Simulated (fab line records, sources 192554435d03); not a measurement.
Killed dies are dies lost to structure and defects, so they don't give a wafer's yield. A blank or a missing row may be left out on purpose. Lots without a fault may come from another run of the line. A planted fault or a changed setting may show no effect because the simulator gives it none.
fab line records | flow n5_finfet
record lots=10 wafers=29 last_day=17
route steps=1938 shown BEOL_M3@944 BEOL_M4@1111 PASSIVATION@1936
lots that met no fault: from a run of the same line without faults
start_h: hours from the record's first day to the start of the lot's first wafer shown | wait_h: hours since the lot's step before | " the same as in the row above | L1.1+2: a row that stands for several wafers | - no value, or no start given | * or withheld: withheld | < > ~ a bound
route shown NAME@n: a module of which the file shows steps, and the number in the route of the first | usual: mean/standard deviation of fault-free wafers | same: alike in all rows | chamber/n: place in a boat | sites: the reading at each site | _std_site: their standard deviation | _edge_site: outer sites' mean less inner sites' | radius_mm: how far each site lies from the wafer's centre | mask NAME#n: copy n | behind: the tool/chamber that last shaped the wafer | hold: why the lot was held/for how many hours/how that ended | device: the transistor (n, p or np) that didn't switch | end of line: the same wafers' tests at the end of the route | a step without rows: its recipe alone | killed: dies lost to structure and defects at the first sort, not the wafer's yield | map: a wafer's dies, x killed, . not, _ none there
set.NAME: the setting as run; set.NAME@STEP: as run at that earlier step | model.NAME: the simulator's own value behind a step, which no gauge read
steps of the route over a sample of lots; a table a step, a row a wafer
services: from which hour (start_h, from the record's first day; less than 0 if before it) a tool's chamber was out of use, for how many hours, and why
## steps
# step N5_BEOL_M3_CD_MEAS_11
# recipe target_cd_nm=17.05 landing_energy_ev=500 detector=se_inlens polarity=opening
# usual cd_nm=17.19/0.24
# columns lot.wafer tool chamber start_h wait_h cd_nm
L780.1 cd_sem-02 0 158.04 - 17.58
L780.4 " 0 " " 16.95
L780.5 " 0 " " 17.17
L781.4 cd_sem-01 0 169.88 - 17.27
L781.5 " 0 " " 17.16
L781.6 " 0 " " 16.96
L783.1 cd_sem-01 0 170.91 - 17.03
L783.5 " 0 " " 17.17
L783.6 " 0 " " 17.45
L786.2 cd_sem-03 0 179.60 - 17.00
L786.3 " 0 " " 17.08
L786.6 " 0 " " 17.22
L785.3 cd_sem-02 0 186.46 - 17.25
L785.4 " 0 " " 17.42
L785.5 " 0 " " 16.98
L793.4 cd_sem-02 0 225.78 - 17.54
L793.6 " 0 " " 17.13
L795.4 cd_sem-01 0 239.36 - 17.24
L795.5 " 0 " " 17.15
L795.6 " 0 " " 17.61
L796.2 cd_sem-03 0 247.93 - 17.99
L796.4 " 0 " " 17.33
L796.6 " 0 " " 17.44
L797.1 cd_sem-03 0 261.01 - 16.99
L797.2 " 0 " " 17.09
L797.3 " 0 " " 17.67
L801.2 cd_sem-03 0 280.99 - 17.08
L801.4 " 0 " " 16.88
L801.5 " 0 " " 16.90
# step N5_BEOL_M3_ETCH_64
# recipe chemistry=N2/H2 target=SOC target_depth_a=750 overetch_a=150 mask_material=SiARC temp_c=40 time_s=112.5 ion_energy_ev=200 pressure_mtorr=30 source_w=840 bias_w=150 n2_flow_sccm=200 h2_flow_sccm=200
# usual drypump_motor_current_A=5.8/0.47 oes_product_au=0.64/0.062 rf_vpp_V=523.2/2 showerhead_plenum_p_Torr=2.52/0.065 throttle_valve_pct=17.74/0.24
# same time_s=112.5
# columns lot.wafer tool chamber start_h wait_h drypump_motor_current_A oes_product_au rf_hours_counter_h rf_vpp_V showerhead_plenum_p_Torr throttle_valve_pct
L780.1 rie_diel-03 1 158.24 0.0 4.7 0.72 23 522.0 2.50 17.96
L780.4 " 0 " " 6.6 0.55 232 522.5 2.49 17.85
L780.5 " 2 " " 5.3 0.58 - 524.0 2.52 18.05
L781.4 rie_diel-03 2 170.07 0.0 5.2 0.58 194 523.8 2.52 18.06
L781.5 " 3 " " 6.4 0.73 - 521.5 2.51 17.58
L781.6 " 0 " " 6.6 0.55 - 522.6 2.49 17.85
L783.1 rie_diel-05 2 171.12 0.0 5.7 0.70 42 526.0 2.59 17.43
L783.5 " 0 " " 6.4 0.61 - 521.1 2.48 18.05
L783.6 " 2 " " 5.7 0.70 - 525.1 2.58 17.47
L786.2 rie_diel-03 2 179.80 0.0 5.3 0.58 198 523.8 2.51 18.06
L786.3 " 1 " " 4.7 0.71 30 521.0 2.50 17.96
L786.6 " 3 " " 6.4 0.71 - 522.6 2.51 17.57
L785.3 rie_diel-05 0 186.84 0.0 6.4 0.61 102 521.0 2.47 18.07
L785.4 " 2 " " 5.7 0.69 - 524.4 2.58 17.45
L785.5 " 0 " " 6.4 0.61 - 521.3 2.47 18.05
L793.4 rie_diel-01 3 226.04 0.0 6.3 0.59 140 521.4 2.45 17.78
L793.6 " 1 " " 5.7 0.52 - 520.2 2.39 17.91
L795.4 rie_diel-05 1 239.56 0.0 5.4 0.64 71 524.7 2.56 17.44
L795.5 " 1 " " 5.4 0.64 - 524.7 2.56 17.45
L795.6 " 0 " " 6.4 0.60 - 521.2 2.47 18.08
L796.2 rie_diel-05 3 248.14 0.0 5.5 0.72 32 524.2 2.62 17.94
L796.4 " 2 " " 5.7 0.67 68 525.3 2.57 17.48
L796.6 " 2 " " 5.7 0.66 - 523.6 2.57 17.51
L797.1 rie_diel-05 0 261.21 0.0 6.4 0.60 128 521.3 2.46 18.10
L797.2 " 2 " " 5.7 0.66 71 524.6 2.57 17.49
L797.3 " 3 " " 5.4 0.71 36 524.7 2.62 17.93
L801.2 rie_diel-05 2 281.19 0.0 5.7 0.66 78 525.1 2.57 17.49
L801.4 " 1 " " 5.4 0.63 84 522.0 2.55 17.47
L801.5 " 2 " " 5.7 0.66 - 524.0 2.57 17.52
# step N5_BEOL_M3_OVL_MEAS_29
# recipe points_per_wafer=522
# usual V2_OVL=0.4/0.99
# columns lot.wafer tool chamber start_h wait_h V2_OVL[nm]
L780.1 overlay-02 0 159.17 0.0 -0.3
L780.4 " 0 " " -0.7
L780.5 " 0 " " 1.4
L781.4 overlay-01 0 170.92 0.0 -1.4
L781.5 " 0 " " -2.3
L781.6 " 0 " " -0.9
L783.1 overlay-01 0 171.86 0.0 0.0
L783.5 " 0 " " 0.7
L783.6 " 0 " " 1.4
L786.2 overlay-02 0 180.51 0.0 1.5
L786.3 " 0 " " 1.7
L786.6 " 0 " " 1.3
L785.3 overlay-01 0 187.55 0.0 1.4
L785.4 " 0 " " 1.2
L785.5 " 0 " " 1.4
L793.4 overlay-01 0 226.89 0.0 -1.3
L793.6 " 0 " " -1.7
L795.4 overlay-01 0 240.28 0.0 1.7
L795.5 " 0 " " 1.3
L795.6 " 0 " " 2.3
L796.2 overlay-01 0 248.85 0.0 0.5
L796.4 " 0 " " 0.5
L796.6 " 0 " " 0.0
L797.1 overlay-02 0 262.04 0.0 -0.8
L797.2 " 0 " " -0.5
L797.3 " 0 " " -0.8
L801.2 overlay-02 0 282.04 0.0 1.0
L801.4 " 0 " " 0.8
L801.5 " 0 " " 0.6
# step N5_BEOL_M3_ETCH_69
# recipe chemistry=CF4 target=SiARC target_depth_a=156 mask_material=CAR-EUV time_s=26 ion_energy_ev=80 pressure_mtorr=40 source_w=545 bias_w=36 Ar_flow_sccm=100 cf4_flow_sccm=100 ends=cleared
# usual drypump_motor_current_A=5.8/0.51 etch_rf_on_time_s=25.8/0.97 mfc_ar_sccm=100.0/0.31 oes_product_au=0.69/0.074 rf_vpp_V=183.7/0.99 showerhead_plenum_p_Torr=2.11/0.047 throttle_valve_pct=15.52/0.25
# columns lot.wafer tool chamber start_h wait_h drypump_motor_current_A etch_rf_on_time_s mfc_ar_sccm oes_product_au rf_hours_counter_h rf_vpp_V showerhead_plenum_p_Torr throttle_valve_pct
L780.1 rie_diel-01 1 159.40 0.0 5.7 26.4 100.2 0.58 226 182.5 2.03 15.72
L780.4 " 0 " " 6.0 27.0 99.6 0.64 148 184.3 2.14 15.68
L780.5 " 3 " " 6.3 27.2 100.2 0.64 - 183.6 2.07 15.55
L781.4 rie_diel-01 0 171.05 0.0 6.0 26.6 99.8 0.64 152 184.5 2.14 15.70
L781.5 " 2 " " 5.6 25.5 100.2 0.75 - 184.3 2.09 15.37
L781.6 " 1 " " 5.7 26.4 100.3 0.58 - 183.1 2.03 15.75
L783.1 rie_diel-05 1 172.00 0.0 5.4 26.9 99.8 0.70 50 183.3 2.18 15.31
L783.5 " 2 " " 5.7 26.0 100.4 0.75 - 184.0 2.15 15.06
L783.6 " 0 " " 6.4 24.8 99.9 0.68 - 183.1 2.08 15.68
L786.2 rie_diel-01 3 180.65 0.0 6.3 27.2 100.1 0.64 127 183.0 2.07 15.56
L786.3 " 1 " " 5.7 26.4 99.6 0.57 233 182.8 2.03 15.74
L786.6 " 1 " " 5.7 26.4 99.9 0.58 - 182.8 2.03 15.73
L785.3 rie_diel-03 1 187.68 0.0 4.7 25.0 100.1 0.78 32 183.0 2.11 15.71
L785.4 " 0 " " 6.5 25.6 99.8 0.59 242 184.3 2.14 15.94
L785.5 " 3 " " 6.4 24.1 99.7 0.81 - 184.0 2.10 15.13
L793.4 rie_diel-01 3 227.02 0.0 6.3 16.2 99.6 0.85 140 182.7 2.07 15.59
L793.6 " 3 " " 6.3 16.2 100.2 0.86 - 183.1 2.07 15.59
L795.4 rie_diel-01 0 240.44 0.0 6.0 16.3 100.2 0.84 - 184.0 2.13 15.74
L795.5 " 2 " " 5.6 25.5 100.3 0.72 - 184.0 2.08 15.40
L795.6 " 3 " " 6.3 16.5 99.9 0.85 - 182.2 2.06 15.60
L796.2 rie_diel-05 1 248.99 0.0 5.4 26.8 100.0 0.68 74 184.4 2.17 15.35
L796.4 " 0 " " 6.4 25.0 99.8 0.65 124 183.0 2.07 15.73
L796.6 " 2 " " 5.7 26.4 100.4 0.72 - 184.6 2.15 15.10
L797.1 rie_diel-03 3 262.19 0.0 6.4 23.7 99.8 0.77 49 181.2 2.10 15.18
L797.2 " 1 " " 4.7 25.6 99.8 0.73 53 183.1 2.10 15.76
L797.3 " 2 " " 5.2 25.2 100.3 0.61 225 183.7 2.12 15.87
L801.2 rie_diel-03 3 282.18 0.0 6.4 23.8 100.2 0.76 55 183.9 2.09 15.20
L801.4 " 1 " " 4.7 25.3 100.1 0.74 60 184.2 2.10 15.77
L801.5 " 2 " " 5.2 25.5 100.0 0.61 - 183.7 2.12 15.88
# step N5_BEOL_M4_RC_MEAS_101
# usual DIBL_N=37.3/2.3 DIBL_P=37.4/2.9 IOFF_N=0.18/0.045 IOFF_P=0.25/0.054 ION_N=679/15 ION_P=468/9.7 SS_N=71.8/0.62 SS_P=73.6/0.76 VT_N=248/4.1 VT_P=-248/3.6
# columns lot.wafer tool chamber start_h wait_h DIBL_N[mV/V] DIBL_P[mV/V] IOFF_N[nA/um] IOFF_P[nA/um] ION_N[uA/um] ION_P[uA/um] SS_N[mV/dec] SS_P[mV/dec] VT_N[mV] VT_P[mV]
L780.1 prober-01 0 182.56 0.0 36.8 37.7 0.16 0.26 687 483 72.0 74.3 247 -246
L780.4 " 0 " " 36.2 35.5 0.14 0.24 669 466 71.4 73.4 251 -245
L780.5 " 0 " " 37.5 37.9 0.17 0.28 689 482 71.9 73.8 246 -246
L781.4 prober-02 0 189.93 0.5 33.6 32.9 0.12 0.20 655 456 71.0 73.3 252 -247
L781.5 " 0 " " 32.9 33.4 0.12 0.20 667 469 70.7 72.9 255 -248
L781.6 " 0 " " 37.0 36.0 0.18 0.24 675 464 71.3 73.5 247 -249
L783.1 prober-01 0 190.00 0.5 36.8 36.0 0.17 0.23 683 464 71.3 73.0 251 -249
L783.5 " 0 " " 38.7 38.6 0.21 0.28 687 473 72.1 74.0 247 -245
L783.6 " 0 " " 37.2 37.3 0.18 0.26 692 480 71.9 74.4 248 -245
L786.2 prober-01 0 199.46 0.2 35.1 35.3 0.15 0.22 687 473 71.1 73.1 246 -248
L786.3 " 0 " " 37.2 38.0 0.19 0.27 687 472 72.2 73.1 245 -245
L786.6 " 0 " " 37.0 37.3 0.19 0.26 687 470 71.5 73.8 245 -247
L785.3 prober-02 0 214.31 0.3 34.8 33.3 0.13 0.20 670 466 70.5 74.2 250 -251
L785.4 " 0 " " 36.0 36.1 0.16 0.25 673 460 71.8 74.5 247 -249
L785.5 " 0 " " 33.0 31.3 0.11 0.18 672 465 70.0 73.2 253 -251
L793.4 prober-01 0 242.36 0.5 38.6 39.5 0.19 0.26 668 457 72.1 74.2 248 -251
L793.6 " 0 " " 35.2 35.6 0.12 0.21 647 448 72.0 74.0 253 -252
L795.4 prober-02 0 269.11 0.5 33.5 34.4 0.14 0.20 669 463 70.6 73.1 251 -249
L795.5 " 0 " " 32.0 33.1 0.13 0.19 679 468 70.6 72.6 249 -250
L795.6 " 0 " " 35.5 35.0 0.16 0.21 652 450 71.8 73.5 251 -253
L796.2 prober-01 0 270.82 0.2 38.4 39.6 0.22 0.29 672 459 73.0 74.3 248 -246
L796.4 " 0 " " 36.5 37.6 0.18 0.25 695 473 71.3 74.1 248 -246
L796.6 " 0 " " 37.4 38.9 0.21 0.28 703 474 71.7 74.2 245 -244
L797.1 prober-01 0 274.23 0.0 38.1 38.7 0.18 0.23 679 459 72.0 73.5 246 -250
L797.2 " 0 " " 39.1 39.5 0.20 0.24 674 458 71.9 73.8 246 -250
L797.3 " 0 " " 36.4 35.6 0.16 0.19 685 465 71.9 73.0 249 -252
L801.2 prober-01 0 300.67 0.2 38.2 37.6 0.17 0.22 663 455 72.4 73.6 254 -252
L801.4 " 0 " " 38.9 41.0 0.22 0.31 688 470 72.6 74.6 244 -246
L801.5 " 0 " " 34.8 34.9 0.12 0.19 654 460 71.5 73.9 257 -251
# step N5_PASSIVATION_PROBE_49
# usual defect_limited_yield=91.3/1.5 killed_at_M0_to_M3=35/8.7 killed_at_M4_up=14/5.5 killed_at_contacts=11/5.6 killed_at_front_end=39/13 killed_at_other=3.7/2.2 killed_dies=103/18 killed_open=69/14 killed_short=33/7.8 sort_bin_5_function=5.1/0.99 sort_bin_6_memory=3.3/0.67 sort_n_pass=1077/18 sort_yield_pct=91.2/1.5
# same gross_dies=1180 killed_at_back_side=0 sort_bin_4_leakage[%]=0 sort_bin_8_speed[%]=0
# columns lot.wafer tool chamber start_h wait_h defect_limited_yield[%] killed_at_M0_to_M3 killed_at_M4_up killed_at_contacts killed_at_front_end killed_at_other killed_dies killed_open killed_short sort_bin_5_function[%] sort_bin_6_memory[%] sort_n_pass sort_yield_pct[%]
L780.1 prober-02 - 286.73 0.0 90.6 40 7 13 46 5 111 76 33 5.1 3.7 1069 90.6
L780.4 prober-02 - 286.88 0.2 90.6 37 16 10 43 5 111 73 37 5.3 3.8 1069 90.6
L780.5 prober-02 - 286.93 0.2 90.4 14 5 27 63 4 113 73 38 5.6 3.7 1067 90.4
L783.1 prober-02 - 293.41 0.0 91.4 38 20 5 31 7 101 64 37 5.2 3.1 1079 91.4
L783.5 prober-02 - 293.61 0.2 92.6 33 8 13 29 4 87 62 24 3.7 3.1 1093 92.6
L783.6 prober-02 - 293.66 0.3 93.0 31 10 10 26 6 83 65 17 4.1 2.6 1097 93.0
L781.4 prober-01 - 294.20 0.2 91.7 42 13 10 32 1 98 65 33 5.2 2.8 1082 91.7
L781.5 prober-01 - 294.25 0.2 90.8 42 12 12 34 8 108 70 37 5.3 3.7 1072 90.8
L781.6 prober-01 - 294.30 0.3 89.8 46 8 13 48 5 120 76 42 6.3 3.1 1060 89.8
L786.2 prober-01 - 302.85 0.1 92.1 36 9 8 34 6 93 58 34 5.1 2.3 1087 92.1
L786.3 prober-01 - 302.90 0.1 91.7 41 16 9 27 5 98 68 30 4.6 3.5 1082 91.7
L786.6 prober-01 - 303.05 0.3 92.2 27 20 6 32 7 92 66 25 4.6 3.1 1088 92.2
L785.3 prober-02 - 313.95 0.1 90.3 47 10 6 49 2 114 79 35 6.1 3.3 1066 90.3
L785.4 prober-02 - 314.00 0.2 91.9 39 8 12 32 4 95 57 38 4.5 3.2 1085 91.9
L785.5 prober-02 - 314.05 0.2 92.4 47 12 2 21 8 90 60 30 4.6 2.9 1090 92.4
L793.4 prober-02 - 350.93 0.2 91.0 39 11 5 49 2 106 67 39 5.7 3.1 1074 91.0
L793.6 prober-02 - 351.03 0.3 89.7 44 6 13 57 2 122 86 35 6.4 3.6 1058 89.7
L797.1 prober-02 - 377.61 0.0 89.4 52 12 12 45 4 125 64 58 5.6 4.6 1055 89.4
L797.2 prober-02 - 377.66 0.1 92.6 37 8 9 28 5 87 49 36 4.3 2.8 1093 92.6
L797.3 prober-02 - 377.71 0.1 91.0 37 15 20 27 7 106 69 35 5.2 3.4 1074 91.0
L795.4 prober-01 - 377.76 0.2 90.8 44 15 16 30 3 108 66 41 5.8 2.9 1072 90.8
L795.5 prober-01 - 377.81 0.2 90.4 51 7 18 34 3 113 65 48 5.2 4.0 1067 90.4
L795.6 prober-01 - 377.86 0.3 91.9 35 21 10 25 5 96 63 32 4.8 3.0 1084 91.9
L796.2 prober-01 - 378.00 0.1 92.4 27 17 8 34 4 90 65 22 4.7 2.7 1090 92.4
L796.4 prober-01 - 378.10 0.2 94.7 21 9 5 24 4 63 46 17 3.4 1.7 1117 94.7
L796.6 prober-01 - 378.20 0.3 93.0 17 25 10 29 2 83 55 24 4.4 2.5 1097 93.0
L801.2 prober-02 - 415.42 0.1 90.4 24 26 7 54 2 113 77 29 5.1 3.9 1067 90.4
L801.4 prober-02 - 415.52 0.2 90.8 27 11 7 61 2 108 74 32 5.8 3.1 1072 90.8
L801.5 prober-02 - 415.57 0.2 90.4 30 22 10 44 7 113 82 31 6.0 3.3 1067 90.4
# killed by level:class
L780.1 STI_FIN_REVEAL:geometric_particle:open=20 MOL_CONTACT_COAG:geometric_particle:open=12 BEOL_M0_SAQP:geometric_particle:short=10 FIN_SAQP:geometric_particle:short=7 BEOL_M1:geometric_particle:open=7 BEOL_M2:geometric_particle:open=7 FIN_SAQP:geometric_particle:open=5 BEOL_M3:geometric_particle:open=5
L780.4 BEOL_M2:geometric_particle:open=13 FIN_SAQP:geometric_particle:open=11 MOL_CONTACT_COAG:geometric_particle:open=10 BEOL_M0_SAQP:geometric_particle:open=9 BEOL_M4:geometric_particle:open=8 FIN_SAQP:geometric_particle:short=7 STI_FIN_REVEAL:geometric_particle:open=7 DUMMY_GATE:geometric_particle:open=5
L780.5 MOL_CONTACT_COAG:geometric_particle:open=20 STI_FIN_REVEAL:geometric_particle:open=16 FIN_SAQP:geometric_particle:short=13 FIN_SAQP:geometric_particle:open=11 MOL_CONTACT_COAG:geometric_particle:short=7 DUMMY_GATE:geometric_particle:open=6 GATE_CUT:geometric_particle:short=3 BEOL_M0_SAQP:geometric_particle:open=3
L783.1 BEOL_M2:geometric_particle:open=13 FIN_SAQP:geometric_particle:open=8 FIN_SAQP:geometric_particle:short=7 BEOL_M0_SAQP:geometric_particle:short=7 BEOL_M0_SAQP:geometric_particle:open=7 BEOL_M4:geometric_particle:open=6 BEOL_M3:geometric_particle:open=5 BEOL_M4:geometric_particle:short=5
L783.5 STI_FIN_REVEAL:geometric_particle:open=12 MOL_CONTACT_COAG:geometric_particle:open=10 BEOL_M0_SAQP:geometric_particle:short=9 BEOL_M2:geometric_particle:open=8 BEOL_M0_SAQP:geometric_particle:open=6 BEOL_M3:geometric_particle:open=6 BEOL_M4:geometric_particle:open=4 FIN_SAQP:geometric_particle:short=3
L783.6 BEOL_M3:geometric_particle:open=13 MOL_CONTACT_COAG:geometric_particle:open=10 STI_FIN_REVEAL:geometric_particle:open=8 DUMMY_GATE:geometric_particle:open=6 BEOL_M0_SAQP:geometric_particle:open=5 BEOL_M0_SAQP:geometric_particle:short=5 FIN_CUT:geometric_particle:open=3 BEOL_M2:geometric_particle:open=3
L781.4 BEOL_M0_SAQP:geometric_particle:short=14 BEOL_M0_SAQP:geometric_particle:open=10 BEOL_M3:geometric_particle:open=9 FIN_SAQP:geometric_particle:open=8 GATE_CUT:geometric_particle:open=7 MOL_CONTACT_COAG:geometric_particle:open=6 FIN_SAQP:geometric_particle:short=5 BEOL_M4:geometric_particle:open=5
L781.5 BEOL_M0_SAQP:geometric_particle:open=17 BEOL_M0_SAQP:geometric_particle:short=13 MOL_CONTACT_COAG:geometric_particle:open=10 DUMMY_GATE:geometric_particle:open=8 STI_FIN_REVEAL:geometric_particle:open=6 FIN_SAQP:geometric_particle:short=5 BEOL_M3:geometric_particle:open=5 FIN_SAQP:geometric_particle:open=3
L781.6 BEOL_M0_SAQP:geometric_particle:short=13 STI_FIN_REVEAL:geometric_particle:open=12 MOL_CONTACT_COAG:geometric_particle:open=10 BEOL_M0_SAQP:geometric_particle:open=9 BEOL_M3:geometric_particle:open=9 GATE_CUT:geometric_particle:open=8 GATE_CUT:geometric_particle:short=7 BEOL_M1:geometric_particle:open=6
L786.2 DUMMY_GATE:geometric_particle:open=8 BEOL_M0_SAQP:geometric_particle:open=7 MOL_CONTACT_COAG:geometric_particle:open=7 FIN_SAQP:geometric_particle:open=6 BEOL_M0_SAQP:geometric_particle:short=6 BEOL_M2:geometric_particle:open=6 BEOL_M3:geometric_particle:open=6 DUMMY_GATE:geometric_particle:short=5
L786.3 BEOL_M0_SAQP:geometric_particle:open=11 BEOL_M2:geometric_particle:open=8 BEOL_M4:geometric_particle:open=7 DUMMY_GATE:geometric_particle:open=6 MOL_CONTACT_COAG:geometric_particle:open=6 BEOL_M3:geometric_particle:open=6 FIN_SAQP:geometric_particle:open=5 GATE_CUT:geometric_particle:short=4
L786.6 BEOL_M4:geometric_particle:open=10 BEOL_M0_SAQP:geometric_particle:open=8 STI_FIN_REVEAL:geometric_particle:open=6 MOL_CONTACT_COAG:geometric_particle:open=6 DUMMY_GATE:geometric_particle:open=5 BEOL_M3:geometric_particle:open=5 STARTING-WAFER:geometric_particle:short=4 GATE_CUT:geometric_particle:short=4
L785.3 BEOL_M1:geometric_particle:open=23 FIN_SAQP:geometric_particle:short=12 STI_FIN_REVEAL:geometric_particle:open=12 BEOL_M3:geometric_particle:open=8 FIN_SAQP:geometric_particle:open=7 MOL_CONTACT_COAG:geometric_particle:open=6 DUMMY_GATE:geometric_particle:open=5 GATE_CUT:geometric_particle:short=5
L785.4 BEOL_M0_SAQP:geometric_particle:short=10 MOL_CONTACT_COAG:geometric_particle:open=10 FIN_SAQP:geometric_particle:short=9 BEOL_M1:geometric_particle:open=8 FIN_SAQP:geometric_particle:open=6 BEOL_M0_SAQP:geometric_particle:open=5 BEOL_M1:geometric_particle:short=5 STI_FIN_REVEAL:geometric_particle:open=4
L785.5 BEOL_M1:geometric_particle:open=17 BEOL_M0_SAQP:geometric_particle:short=9 BEOL_M4:geometric_particle:open=9 BEOL_M3:geometric_particle:open=6 BEOL_M2:geometric_particle:open=4 PAD_METAL:geometric_particle:short=4 FIN_SAQP:geometric_particle:open=3 DUMMY_GATE:geometric_particle:open=3
L793.4 FIN_SAQP:geometric_particle:short=12 STI_FIN_REVEAL:geometric_particle:open=12 BEOL_M3:geometric_particle:open=9 FIN_SAQP:geometric_particle:open=8 BEOL_M0_SAQP:geometric_particle:short=8 BEOL_M0_SAQP:geometric_particle:open=8 BEOL_M2:geometric_particle:open=6 STI_FIN_REVEAL:geometric_particle:short=4
L793.6 STI_FIN_REVEAL:geometric_particle:open=21 BEOL_M2:geometric_particle:open=16 MOL_CONTACT_COAG:geometric_particle:open=12 BEOL_M0_SAQP:geometric_particle:short=11 DUMMY_GATE:geometric_particle:open=7 ILD0:geometric_particle:open=6 BEOL_M0_SAQP:geometric_particle:open=6 FIN_SAQP:geometric_particle:open=5
L797.1 BEOL_M0_SAQP:geometric_particle:short=14 MOL_CONTACT_COAG:geometric_particle:open=9 BEOL_M2:geometric_particle:open=9 FIN_SAQP:geometric_particle:short=8 GATE_CUT:geometric_particle:short=8 BEOL_M0_SAQP:geometric_particle:open=7 BEOL_M1:geometric_particle:open=7 BEOL_M3:geometric_particle:open=6
L797.2 BEOL_M0_SAQP:geometric_particle:short=11 BEOL_M0_SAQP:geometric_particle:open=11 STI_FIN_REVEAL:geometric_particle:open=8 MOL_CONTACT_COAG:geometric_particle:open=7 FIN_SAQP:geometric_particle:short=6 BEOL_M2:geometric_particle:open=5 BEOL_M2:geometric_particle:short=4 DUMMY_GATE:geometric_particle:short=3
L797.3 MOL_CONTACT_COAG:geometric_particle:open=15 BEOL_M0_SAQP:geometric_particle:short=12 BEOL_M2:geometric_particle:open=7 BEOL_M4:geometric_particle:open=7 DUMMY_GATE:geometric_particle:open=6 BEOL_M0_SAQP:geometric_particle:open=6 GATE_CUT:geometric_particle:short=5 MOL_CONTACT_COAG:geometric_particle:short=5
L795.4 MOL_CONTACT_COAG:geometric_particle:open=13 BEOL_M0_SAQP:geometric_particle:open=11 BEOL_M0_SAQP:geometric_particle:short=8 FIN_SAQP:geometric_particle:open=5 GATE_CUT:geometric_particle:short=5 BEOL_M1:geometric_particle:open=5 BEOL_M2:geometric_particle:short=5 BEOL_M4:geometric_particle:short=5
L795.5 BEOL_M0_SAQP:geometric_particle:short=17 MOL_CONTACT_COAG:geometric_particle:open=15 BEOL_M1:geometric_particle:open=9 GATE_CUT:geometric_particle:short=8 BEOL_M0_SAQP:geometric_particle:open=7 BEOL_M2:geometric_particle:open=7 STARTING-WAFER:geometric_particle:short=6 STARTING-WAFER:geometric_particle:open=4
L795.6 BEOL_M4:geometric_particle:open=16 BEOL_M0_SAQP:geometric_particle:short=9 MOL_CONTACT_COAG:geometric_particle:open=8 BEOL_M1:geometric_particle:open=7 BEOL_M0_SAQP:geometric_particle:open=6 STI_FIN_REVEAL:geometric_particle:open=5 GATE_CUT:geometric_particle:short=5 BEOL_M2:geometric_particle:open=4
L796.2 FIN_SAQP:geometric_particle:short=11 BEOL_M3:geometric_particle:open=11 BEOL_M4:geometric_particle:open=9 FIN_SAQP:geometric_particle:open=6 MOL_CONTACT_COAG:geometric_particle:open=6 STI_FIN_REVEAL:geometric_particle:open=5 BEOL_M0_SAQP:geometric_particle:open=5 BEOL_M2:geometric_particle:open=5
L796.4 FIN_SAQP:geometric_particle:short=7 STI_FIN_REVEAL:geometric_particle:open=7 BEOL_M0_SAQP:geometric_particle:open=7 BEOL_M1:geometric_particle:open=6 BEOL_M4:geometric_particle:open=6 MOL_CONTACT_COAG:geometric_particle:open=5 BEOL_M3:geometric_particle:open=5 STARTING-WAFER:geometric_particle:short=4
L796.6 BEOL_M4:geometric_particle:open=15 MOL_CONTACT_COAG:geometric_particle:open=9 GATE_CUT:geometric_particle:short=8 STI_FIN_REVEAL:geometric_particle:open=7 BEOL_M3:geometric_particle:open=6 BEOL_M4:geometric_particle:short=4 STARTING-WAFER:geometric_particle:open=4 GATE_CUT:geometric_particle:open=3
L801.2 FIN_SAQP:geometric_particle:open=20 BEOL_M4:geometric_particle:open=10 FIN_SAQP:geometric_particle:short=8 BEOL_M3:geometric_particle:open=7 MOL_CONTACT_COAG:geometric_particle:open=6 HKMG_FIN:area_etch=5 STI_FIN_REVEAL:geometric_particle:open=4 BEOL_M2:geometric_particle:open=4
L801.4 STI_FIN_REVEAL:geometric_particle:open=29 DUMMY_GATE:geometric_particle:open=6 MOL_CONTACT_COAG:geometric_particle:open=6 BEOL_M1:geometric_particle:open=5 BEOL_M3:geometric_particle:open=5 BEOL_M3:geometric_particle:short=5 BEOL_M4:geometric_particle:open=5 STARTING-WAFER:geometric_particle:short=5
L801.5 BEOL_M4:geometric_particle:open=16 STI_FIN_REVEAL:geometric_particle:open=14 MOL_CONTACT_COAG:geometric_particle:open=10 FIN_SAQP:geometric_particle:open=9 GATE_CUT:geometric_particle:short=9 BEOL_M1:geometric_particle:open=9 BEOL_M0_SAQP:geometric_particle:short=7 BEOL_M0_SAQP:geometric_particle:open=6
## services
# columns tool chamber start_h hours kind
rie_diel-05 3 157.68 15.8 repair
rie_diel-03 0 214.92 - clean
rie_diel-03 0 214.92 - consumable_replace:focus_ring
rie_diel-03 0 214.92 18.6 scheduled_down
rie_diel-03 0 214.92 18.6 vent_cycle
rie_diel-05 3 215.50 3.4 repair
rie_diel-05 1 223.62 5.1 repair
rie_diel-01 1 235.70 - clean
rie_diel-01 1 235.70 - consumable_replace:focus_ring
rie_diel-01 1 235.70 - consumable_replace:showerhead
rie_diel-01 1 235.70 14.6 scheduled_down
rie_diel-01 1 235.70 14.6 vent_cycle
rie_diel-01 3 248.54 4.6 repair
rie_diel-03 - 271.79 0.6 repair
## key
first_sign step=N5_BEOL_M3_ETCH_69 reading=etch_rf_on_time_s direction=down sigmas=9.8 usual=* struck=*
effect step=N5_BEOL_M3_ETCH_69 reading=oes_product_au direction=up sigmas=2.1 usual=0.69 struck=0.85
met_at N5_BEOL_M3_ETCH_69
struck_lots L793,L795
struck_wafers L793.4,L793.6,L795.4,L795.6
not_acting_at N5_BEOL_M3_CD_MEAS_11,N5_BEOL_M3_ETCH_64,N5_BEOL_M3_OVL_MEAS_29
onset_between 180.65 227.02
fault kind=process_parameter_drift tool=rie_diel-01 chamber=- onset_h=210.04 steps=N5_BEOL_M3_ETCH_69 channel=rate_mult offset=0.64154 shape=step end_h=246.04 scope=struck_wafers_only
